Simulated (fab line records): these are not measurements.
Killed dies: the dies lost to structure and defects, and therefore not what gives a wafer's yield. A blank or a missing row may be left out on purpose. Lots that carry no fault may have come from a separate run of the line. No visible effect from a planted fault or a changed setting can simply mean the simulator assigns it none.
fab line records + flow n5-finfet
record
- lots=9
- wafers=27
- last-day=19
route steps=1938 shown SD_ACTIVATION@330 ILD0@343 BEOL_M4@1111
lots untouched by any fault: they come from a run of this same line in which no faults occurred
start-h: hours from the record's opening day to when the first of the lot's shown wafers began + wait-h: how many hours have passed since the lot's step before this one + " identical to the entry in the row above + L1.1+2: a row that stands for several wafers + - no value present, or no start provided + * or withheld: withheld + < > ~ a bound
route shown NAME@n: a module of which the file shows steps, and the number in the route of the first + usual: mean/standard deviation taken from wafers without a fault + same: alike in all rows + chamber/n: place in a boat + sites: the reading at each site + _std_site: standard deviation across them + _edge_site: mean of outer sites minus mean of inner sites + radius-mm: for every site, how far away it sits from the centre of the wafer + mask NAME#n: copy n + behind: the tool/chamber that last shaped the wafer + hold: why the lot went on hold/how many hours it stayed there/how the hold came to an end + device: names the non-switching transistor (n, p or np) + end of line: the same wafers' tests at the end of the route + step lacking rows: just its recipe + killed: count of dies lost to structure and defects at first sort (not the wafer's yield) + map: per-die view of a wafer (x killed, . not killed, _ where there is no die)
set.NAME: the setting the step ran with; set.NAME@STEP: the setting that earlier step ran with + model.NAME: the simulator's own value behind a step, which no gauge read
route steps across a sampled set of lots; one table per step, one row per wafer
services: when a tool's chamber went out of use (start-h, in hours from the record's first day, below 0 if earlier), for how many hours, and the reason
## steps
# step N5_SD_ACTIVATION_RTA_00
# recipe
- temp-c=975
- time-s=0
- ambient=N2
- idle-temp-c=600
- ramp-up-c-per-s=150
- ramp-down-c-per-s=60
- cool-to-c=600
# usual
- lamp-power-pct=8.95/0.051
- lamp_zone_4_pct=8.953/0.022
- lamp_zone_7_pct=9.355/0.026
- wafer_temp_C_max=975.0/2
| lot.wafer | tool          | chamber | start-h | wait-h | lamp-power-pct | lamp_zone_4_pct | lamp_zone_7_pct | wafer_temp_C_max |
|-----------|---------------|---------|---------|--------|----------------|-----------------|-----------------|------------------|
| L989.2    | rtp-anneal-01 | 0       | 62.26   | 0.1    | 8.94           | 8.980           | 9.388           | 975.8            |
| L989.4    | "             | 0       | "       | "      | 8.96           | 8.986           | 9.330           | 973.3            |
| L989.6    | "             | 0       | "       | "      | 8.91           | 8.948           | 9.361           | 972.3            |
| L100.1    | rtp-anneal-02 | 0       | 134.67  | 0.1    | 8.99           | 8.940           | 9.333           | 971.8            |
| L100.3    | "             | 0       | "       | "      | 8.95           | 8.973           | 9.309           | 974.9            |
| L100.4    | "             | 0       | "       | "      | 8.91           | 8.925           | 9.366           | 974.6            |
| L102.2    | rtp-anneal-01 | 0       | 141.74  | 0.1    | 8.93           | 8.960           | 9.395           | 972.7            |
| L102.3    | "             | 0       | "       | "      | 8.97           | 8.968           | 9.391           | 977.5            |
| L102.5    | "             | 0       | "       | "      | 8.96           | 8.924           | 9.352           | 974.6            |
| L103.2    | rtp-anneal-01 | 0       | 149.36  | 0.1    | 9.00           | 8.961           | 9.340           | 976.0            |
| L103.3    | "             | 0       | "       | "      | 8.93           | 8.932           | 9.356           | 976.1            |
| L103.4    | "             | 0       | "       | "      | 8.89           | 8.958           | 9.360           | 974.2            |
| L104.1    | rtp-anneal-01 | 0       | 154.78  | 0.0    | 8.92           | 8.974           | 9.372           | 973.8            |
| L104.3    | "             | 0       | "       | "      | 8.96           | 8.978           | 9.348           | 973.5            |
| L104.6    | "             | 0       | "       | "      | 8.86           | 8.984           | 9.337           | 980.4            |
| L106.1    | rtp-anneal-02 | 0       | 165.57  | 0.0    | 8.93           | 8.963           | 9.321           | 973.0            |
| L106.5    | "             | 0       | "       | "      | 8.83           | 8.967           | 9.387           | 976.8            |
| L106.6    | "             | 0       | "       | "      | 8.95           | 8.953           | 9.290           | 977.4            |
| L107.2    | rtp-anneal-02 | 0       | 173.26  | 0.1    | 8.95           | 9.002           | 9.339           | 974.4            |
| L107.4    | "             | 0       | "       | "      | 8.93           | 8.985           | 9.368           | 976.0            |
| L107.6    | "             | 0       | "       | "      | 9.03           | 8.939           | 9.341           | 967.9            |
| L108.2    | rtp-anneal-02 | 0       | 177.31  | 0.1    | 9.01           | 8.945           | 9.310           | 977.4            |
| L108.5    | "             | 0       | "       | "      | 8.97           | 8.980           | 9.402           | 974.2            |
| L108.6    | "             | 0       | "       | "      | 9.02           | 8.944           | 9.336           | 978.4            |
| L111.2    | rtp-anneal-01 | 0       | 196.00  | 0.1    | 8.90           | 8.988           | 9.337           | 973.6            |
| L111.3    | "             | 0       | "       | "      | 9.04           | 8.933           | 9.376           | 978.0            |
| L111.5    | "             | 0       | "       | "      | 9.02           | 8.947           | 9.356           | 975.7            |
# step N5_SD_ACTIVATION_INSPECT_02
# recipe
- inspect-instrument=darkfield
- mode=post-anneal
# usual
- raw-defect-count=171/40
| lot.wafer | tool              | chamber | start-h | wait-h | raw-defect-count |
|-----------|-------------------|---------|---------|--------|------------------|
| L989.2    | defect-inspect-01 | -       | 62.97   | 0.1    | 151              |
| L989.4    | "                 | -       | "       | "      | 138              |
| L989.6    | "                 | -       | "       | "      | 114              |
| L100.1    | defect-inspect-01 | -       | 135.40  | 0.2    | 149              |
| L100.3    | "                 | -       | "       | "      | 159              |
| L100.4    | "                 | -       | "       | "      | 180              |
| L102.2    | defect-inspect-02 | -       | 142.45  | 0.1    | 112              |
| L102.3    | "                 | -       | "       | "      | 163              |
| L102.5    | "                 | -       | "       | "      | 140              |
| L103.2    | defect-inspect-01 | -       | 150.06  | 0.1    | 154              |
| L103.3    | "                 | -       | "       | "      | 119              |
| L103.4    | "                 | -       | "       | "      | 131              |
| L104.1    | defect-inspect-02 | -       | 155.50  | 0.2    | 231              |
| L104.3    | "                 | -       | "       | "      | 151              |
| L104.6    | "                 | -       | "       | "      | 167              |
| L106.1    | defect-inspect-02 | -       | 166.31  | 0.2    | 207              |
| L106.5    | "                 | -       | "       | "      | 183              |
| L106.6    | "                 | -       | "       | "      | 140              |
| L107.2    | defect-inspect-02 | -       | 173.99  | 0.1    | 241              |
| L107.4    | "                 | -       | "       | "      | 199              |
| L107.6    | "                 | -       | "       | "      | 203              |
| L108.2    | defect-inspect-01 | -       | 178.17  | 0.1    | 173              |
| L108.5    | "                 | -       | "       | "      | 149              |
| L108.6    | "                 | -       | "       | "      | 155              |
| L111.2    | defect-inspect-01 | -       | 196.70  | 0.1    | 249              |
| L111.3    | "                 | -       | "       | "      | 230              |
| L111.5    | "                 | -       | "       | "      | 217              |
# step N5_ILD0_ALD_15
# recipe
- material=SiNx
- target-thk-a=240
- temp-c=400
- ald-precursor-family=SiH2I2
- ald-co-reactant=N2/H2-plasma
- pulse-time-s=1
- ald-cycles=480
- purge-time-s=2
- co-reactant-purge-time-s=2
- pressure-torr=2
# usual
- ald-cycles=480/0
- chamber-pressure-Torr=2.000/0.0042
- heater-power-w=863/77
- precursor-pulse-height-rel=1.002/0.019
| lot.wafer | tool       | chamber | start-h | wait-h | ald-cycles | chamber-pressure-Torr | heater-power-w | precursor-pulse-height-rel | since-wet-clean-h |
|-----------|------------|---------|---------|--------|------------|-----------------------|----------------|----------------------------|-------------------|
| L989.2    | ald-sin-01 | 2       | 66.73   | 0.5    | 480        | 2.001                 | 825            | 1.006                      | 254               |
| L989.4    | "          | 0       | "       | "      | 480        | 2.004                 | 838            | 1.020                      | 254               |
| L989.6    | "          | 0       | 67.81   | 1.1    | 480        | 1.993                 | 831            | 1.017                      | -                 |
| L100.1    | ald-sin-01 | 3       | 139.44  | 0.9    | 480        | 1.995                 | 986            | 1.011                      | 327               |
| L100.3    | "          | 1       | "       | "      | 618        | 2.002                 | 1012           | 0.990                      | 327               |
| L100.4    | "          | 2       | "       | "      | 480        | 2.003                 | 808            | 0.992                      | 327               |
| L102.2    | ald-sin-03 | 1       | 146.19  | 0.5    | 480        | 2.007                 | 885            | 1.032                      | 244               |
| L102.3    | "          | 3       | "       | "      | 480        | 1.989                 | 928            | 1.002                      | 244               |
| L102.5    | "          | 2       | 147.28  | 1.2    | 480        | 1.997                 | 709            | 1.009                      | -                 |
| L103.2    | ald-sin-02 | 1       | 153.86  | 0.5    | 480        | 1.997                 | 772            | 1.006                      | 146               |
| L103.3    | "          | 0       | "       | "      | 480        | 2.001                 | 823            | 0.998                      | 146               |
| L103.4    | "          | 3       | "       | "      | 480        | 1.997                 | 755            | 0.980                      | 146               |
| L104.1    | ald-sin-02 | 1       | 159.83  | 0.7    | 480        | 2.005                 | 787            | 1.010                      | 152               |
| L104.3    | "          | 0       | "       | "      | 480        | 2.000                 | 847            | 1.048                      | 152               |
| L104.6    | "          | 0       | 160.91  | 1.3    | 480        | 1.998                 | 825            | 0.986                      | -                 |
| L106.1    | ald-sin-02 | 2       | 170.05  | 0.6    | 480        | 2.007                 | 920            | 0.983                      | 163               |
| L106.5    | "          | 2       | 171.14  | 1.2    | 480        | 2.004                 | 930            | 0.958                      | -                 |
| L106.6    | "          | 1       | "       | "      | 480        | 1.996                 | 759            | 0.981                      | -                 |
| L107.2    | ald-sin-02 | 1       | 177.91  | 0.5    | 480        | 1.997                 | 786            | 1.015                      | 170               |
| L107.4    | "          | 2       | "       | "      | 480        | 1.996                 | 942            | 0.989                      | 170               |
| L107.6    | "          | 3       | 178.99  | 1.1    | 480        | 1.997                 | 765            | 1.021                      | -                 |
| L108.2    | ald-sin-02 | 0       | 183.49  | 0.6    | 480        | 1.999                 | 843            | 1.008                      | 176               |
| L108.5    | "          | 0       | 184.58  | 1.3    | 480        | 1.999                 | 843            | 0.977                      | -                 |
| L108.6    | "          | 3       | "       | "      | 480        | 2.004                 | 765            | 1.020                      | -                 |
| L111.2    | ald-sin-02 | 1       | 200.45  | 0.5    | 480        | 1.999                 | 793            | 1.005                      | 193               |
| L111.3    | "          | 0       | "       | "      | 480        | 2.000                 | 816            | 1.006                      | 193               |
| L111.5    | "          | 2       | 201.54  | 1.2    | 480        | 2.006                 | 952            | 1.027                      | -                 |
# step N5_ILD0_CMP_12
# recipe
- stop-on=poly-Si
- material=SiNx
- t-overpolish-s=6
- post-cmp-clean=alkaline-brush
- down-force-psi=2.5
- platen-rpm=51.8
- pad-velocity-m-s=1.0307
- target-thk-nm=17.67
# usual
- motor-current-A=9.1/0.66
- platen-rpm=51.80/0.033
- slurry-flow-ml-min=150.0/0.57
- time-to-endpoint-s=30.3/2
| lot.wafer | tool   | chamber | start-h | wait-h | motor-current-A | platen-rpm | slurry-flow-ml-min | time-to-endpoint-s |
|-----------|--------|---------|---------|--------|-----------------|------------|--------------------|--------------------|
| L989.4    | cmp-01 | 2       | 68.93   | 1.1    | 8.5             | 51.88      | 149.2              | 31.4               |
| L989.2    | "      | 1       | "       | "      | 10.5            | 51.80      | 148.7              | 31.5               |
| L989.6    | "      | 2       | "       | "      | 8.5             | 51.80      | 149.9              | 29.1               |
| L100.4    | cmp-01 | 2       | 141.67  | 1.2    | 8.8             | 51.79      | 149.3              | 32.1               |
| L100.1    | "      | 3       | "       | "      | 9.2             | 51.77      | 149.5              | 33.1               |
| L100.3    | "      | 0       | "       | "      | 9.2             | 51.80      | 149.9              | 42.2               |
| L102.3    | cmp-02 | 1       | 148.43  | 1.2    | 9.2             | 51.86      | 150.1              | 31.7               |
| L102.2    | "      | 2       | "       | "      | 9.2             | 51.77      | 149.9              | 27.5               |
| L102.5    | "      | 1       | "       | "      | 8.4             | 51.89      | 150.8              | 31.3               |
| L103.3    | cmp-03 | 1       | 156.06  | 1.1    | 8.3             | 51.82      | 149.4              | 32.0               |
| L103.2    | "      | 2       | "       | "      | 10.5            | 51.82      | 149.1              | 31.3               |
| L103.4    | "      | 3       | "       | "      | 8.6             | 51.81      | 149.9              | 33.6               |
| L104.3    | cmp-03 | 1       | 162.08  | 1.2    | 8.2             | 51.77      | 150.0              | 30.2               |
| L104.1    | "      | 0       | "       | "      | 9.2             | 51.84      | 150.4              | 27.8               |
| L104.6    | "      | 1       | "       | "      | 8.5             | 51.81      | 149.9              | 30.2               |
| L106.1    | cmp-02 | 0       | 172.37  | 1.2    | 9.4             | 51.82      | 149.7              | 30.2               |
| L106.6    | "      | 1       | "       | "      | 8.4             | 51.84      | 149.7              | 30.3               |
| L106.5    | "      | 2       | "       | "      | 8.6             | 51.78      | 150.1              | 28.9               |
| L107.2    | cmp-03 | 3       | 180.11  | 1.1    | 8.8             | 51.75      | 150.6              | 32.9               |
| L107.4    | "      | 0       | "       | "      | 9.1             | 51.80      | 151.0              | 30.6               |
| L107.6    | "      | 3       | "       | "      | 8.6             | 51.80      | 149.8              | 31.3               |
| L108.2    | cmp-02 | 0       | 185.80  | 1.2    | 9.0             | 51.76      | 150.2              | 26.3               |
| L108.5    | "      | 1       | "       | "      | 8.4             | 51.81      | 149.5              | 29.3               |
| L108.6    | "      | 2       | "       | "      | 8.6             | 51.80      | 150.5              | 26.7               |
| L111.2    | cmp-02 | 3       | 202.65  | 1.1    | 9.4             | 51.77      | 149.4              | 28.0               |
| L111.3    | "      | 2       | "       | "      | 9.0             | 51.80      | 151.6              | 27.6               |
| L111.5    | "      | 3       | "       | "      | 8.7             | 51.79      | 149.4              | 27.2               |
# step N5_ILD0_THK_MEAS_13
# usual
- thk-nm=18.2/0.98
| lot.wafer | tool          | chamber | start-h | wait-h | thk-nm |
|-----------|---------------|---------|---------|--------|--------|
| L989.2    | film-metro-02 | -       | 69.22   | -      | 17.6   |
| L989.4    | "             | -       | "       | "      | 20.2   |
| L989.6    | "             | -       | "       | "      | 17.8   |
| L100.1    | film-metro-01 | -       | 141.93  | -      | 19.7   |
| L100.3    | "             | -       | "       | "      | 20.8   |
| L100.4    | "             | -       | "       | "      | 17.7   |
| L102.2    | film-metro-02 | -       | 148.69  | -      | 16.8   |
| L102.3    | "             | -       | "       | "      | 18.0   |
| L102.5    | "             | -       | "       | "      | 17.7   |
| L103.2    | film-metro-02 | -       | 156.36  | -      | 18.8   |
| L103.3    | "             | -       | "       | "      | 18.6   |
| L103.4    | "             | -       | "       | "      | 20.1   |
| L104.1    | film-metro-01 | -       | 162.37  | -      | 17.0   |
| L104.3    | "             | -       | "       | "      | 17.9   |
| L104.6    | "             | -       | "       | "      | 18.4   |
| L106.1    | film-metro-02 | -       | 172.55  | -      | 16.9   |
| L106.5    | "             | -       | "       | "      | 18.0   |
| L106.6    | "             | -       | "       | "      | 18.3   |
| L107.2    | film-metro-02 | -       | 180.40  | -      | 19.3   |
| L107.4    | "             | -       | "       | "      | 18.4   |
| L107.6    | "             | -       | "       | "      | 18.9   |
| L108.2    | film-metro-02 | -       | 185.98  | -      | 16.9   |
| L108.5    | "             | -       | "       | "      | 18.9   |
| L108.6    | "             | -       | "       | "      | 16.9   |
| L111.2    | film-metro-01 | -       | 202.94  | -      | 18.0   |
| L111.3    | "             | -       | "       | "      | 17.3   |
| L111.5    | "             | -       | "       | "      | 18.0   |
# step N5_BEOL_M4_RC_MEAS_101
# usual
- DIBL_N=36.4/1.4
- DIBL_P=36.4/1.5
- IOFF_N=0.156/0.022
- IOFF_P=0.210/0.023
- ION_N=675/9.1
- ION_P=463/5.7
- SS_N=71.6/0.45
- SS_P=73.3/0.56
- VT_N=250/3.1
- VT_P=-250.3/2.3
| lot.wafer | tool      | chamber | start-h | wait-h | DIBL_N[mV/V] | DIBL_P[mV/V] | IOFF_N[nA/um] | IOFF_P[nA/um] | ION_N[uA/um] | ION_P[uA/um] | SS_N[mV/dec] | SS_P[mV/dec] | VT_N[mV] | VT_P[mV] |
|-----------|-----------|---------|---------|--------|--------------|--------------|---------------|---------------|--------------|--------------|--------------|--------------|----------|----------|
| L989.2    | prober-01 | 0       | 202.31  | 0.2    | 36.4         | 38.4         | 0.172         | 0.220         | 680          | 464          | 71.4         | 73.1         | 248      | -247.6   |
| L989.4    | "         | 0       | "       | "      | 34.4         | 36.0         | 0.147         | 0.183         | 676          | 466          | 71.8         | 73.3         | 251      | -254.1   |
| L989.6    | "         | 0       | "       | "      | 35.7         | 37.3         | 0.159         | 0.201         | 680          | 463          | 71.4         | 73.2         | 252      | -251.3   |
| L100.1    | prober-01 | 0       | 257.31  | 0.0    | 35.0         | 35.1         | 0.130         | 0.182         | 666          | 459          | 71.2         | 72.8         | 252      | -256.3   |
| L100.3    | "         | 0       | "       | "      | 36.0         | 36.3         | 0.140         | 0.199         | 671          | 462          | 71.7         | 74.3         | 253      | -251.6   |
| L100.4    | "         | 0       | "       | "      | 35.3         | 35.5         | 0.128         | 0.185         | 659          | 457          | 71.4         | 74.0         | 255      | -253.3   |
| L102.2    | prober-02 | 0       | 278.18  | 0.2    | 34.3         | 34.7         | 0.131         | 0.183         | 677          | 454          | 71.0         | 72.3         | 253      | -253.8   |
| L102.3    | "         | 0       | "       | "      | 34.9         | 35.8         | 0.144         | 0.193         | 670          | 459          | 72.1         | 73.5         | 251      | -255.0   |
| L102.5    | "         | 0       | "       | "      | 35.4         | 36.5         | 0.149         | 0.196         | 668          | 457          | 71.8         | 73.2         | 254      | -253.3   |
| L103.2    | prober-01 | 0       | 280.29  | 0.2    | 36.2         | 33.8         | 0.155         | 0.191         | 677          | 456          | 71.6         | 72.4         | 248      | -249.8   |
| L103.3    | "         | 0       | "       | "      | 37.6         | 36.6         | 0.175         | 0.228         | 684          | 468          | 71.5         | 73.7         | 249      | -247.9   |
| L103.4    | "         | 0       | "       | "      | 37.3         | 36.0         | 0.173         | 0.223         | 687          | 465          | 71.4         | 73.1         | 248      | -247.1   |
| L104.1    | prober-01 | 0       | 289.62  | 0.0    | 37.7         | 38.4         | 0.171         | 0.213         | 681          | 467          | 71.7         | 73.4         | 250      | -251.3   |
| L104.3    | "         | 0       | "       | "      | 37.9         | 38.2         | 0.176         | 0.225         | 681          | 465          | 72.3         | 73.7         | 249      | -249.6   |
| L104.6    | "         | 0       | "       | "      | 38.8         | 40.0         | 0.190         | 0.240         | 691          | 463          | 71.6         | 73.7         | 249      | -248.2   |
| L106.1    | prober-02 | 0       | 306.09  | 0.0    | 39.0         | 37.6         | 0.191         | 0.251         | 683          | 470          | 72.0         | 73.5         | 250      | -247.7   |
| L106.5    | "         | 0       | "       | "      | 37.2         | 35.8         | 0.156         | 0.227         | 678          | 469          | 71.0         | 73.2         | 251      | -247.3   |
| L106.6    | "         | 0       | "       | "      | 37.0         | 35.3         | 0.150         | 0.210         | 674          | 462          | 71.3         | 73.4         | 253      | -249.9   |
| L107.2    | prober-02 | 0       | 311.12  | 0.2    | 34.7         | 36.0         | 0.134         | 0.192         | 678          | 465          | 71.1         | 72.3         | 252      | -251.0   |
| L107.4    | "         | 0       | "       | "      | 34.6         | 35.4         | 0.130         | 0.187         | 661          | 459          | 71.7         | 72.1         | 251      | -251.1   |
| L107.6    | "         | 0       | "       | "      | 33.9         | 34.7         | 0.116         | 0.168         | 665          | 456          | 71.0         | 72.4         | 254      | -252.2   |
| L108.2    | prober-02 | 0       | 315.48  | 0.2    | 35.8         | 35.7         | 0.152         | 0.211         | 673          | 468          | 71.3         | 73.6         | 252      | -248.7   |
| L108.5    | "         | 0       | "       | "      | 34.8         | 34.3         | 0.131         | 0.188         | 672          | 465          | 71.2         | 73.3         | 251      | -250.2   |
| L108.6    | "         | 0       | "       | "      | 35.5         | 35.9         | 0.142         | 0.224         | 673          | 467          | 71.6         | 73.2         | 252      | -248.7   |
| L111.2    | prober-02 | 0       | 342.34  | 0.2    | 37.0         | 38.0         | 0.164         | 0.233         | 669          | 468          | 71.6         | 73.6         | 250      | -249.7   |
| L111.3    | "         | 0       | "       | "      | 35.1         | 36.5         | 0.139         | 0.205         | 669          | 465          | 71.4         | 72.4         | 252      | -248.6   |
| L111.5    | "         | 0       | "       | "      | 36.8         | 38.2         | 0.174         | 0.235         | 676          | 467          | 71.8         | 72.8         | 249      | -249.1   |
## services
| tool       | chamber | start-h | hours | kind                           |
|------------|---------|---------|-------|--------------------------------|
| cmp-01     | -       | 46.93   | 4.0   | pm                             |
| cmp-02     | -       | 49.44   | 0.5   | repair                         |
| cmp-01     | -       | 50.93   | -     | consumable-replace:conditioner |
| cmp-03     | -       | 59.51   | 0.5   | repair                         |
| ald-sin-01 | 2       | 75.89   | 7.2   | repair                         |
| ald-sin-02 | 2       | 82.74   | 2.1   | repair                         |
| cmp-01     | -       | 93.90   | 1.4   | repair                         |
| cmp-02     | -       | 100.79  | 5.0   | pm                             |
| ald-sin-01 | 3       | 111.50  | 1.7   | repair                         |
| ald-sin-01 | 3       | 118.03  | 6.7   | repair                         |
| cmp-02     | -       | 124.05  | 1.7   | repair                         |
| cmp-03     | -       | 134.35  | 1.1   | repair                         |
| cmp-02     | -       | 152.69  | 6.7   | pm                             |
| ald-sin-03 | 2       | 156.64  | 36.8  | repair                         |
| cmp-02     | -       | 161.78  | 1.0   | repair                         |
| cmp-03     | -       | 164.44  | 0.8   | repair                         |
| ald-sin-01 | -       | 177.36  | 14.0  | pm                             |
| cmp-03     | -       | 177.97  | 0.9   | repair                         |
| cmp-02     | -       | 178.59  | 2.0   | repair                         |
| cmp-02     | -       | 187.59  | 1.3   | repair                         |
| ald-sin-01 | -       | 191.36  | 6.1   | pm                             |
| cmp-03     | -       | 191.59  | 4.0   | pm                             |
| cmp-03     | -       | 195.59  | -     | consumable-replace:conditioner |
| cmp-03     | -       | 195.59  | -     | consumable-replace:pad         |
## key
first-sign
- step=N5_ILD0_ALD_15
- reading=ald-cycles
- direction=up
- sigmas=99+
- usual=*
- struck=*
effect
- step=N5_ILD0_CMP_12
- reading=time-to-endpoint-s
- direction=up
- sigmas=5.9
- usual=*
- struck=*
met-at N5_ILD0_ALD_15
struck-lots L100
struck-wafers L100.3
not-acting-at N5_SD_ACTIVATION_RTA_00,N5_SD_ACTIVATION_INSPECT_02,N5_ILD0_THK_MEAS_13
onset-between 66.73 139.44
fault
- kind=process-parameter-drift
- tool=ald-sin-01
- chamber=-
- onset-h=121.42
- steps=N5_ILD0_ALD_15
- channel=ald-cycles
- offset=*
- shape=step
- end-h=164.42
- scope=struck-wafers-only
- acts-in=*
- stated=*
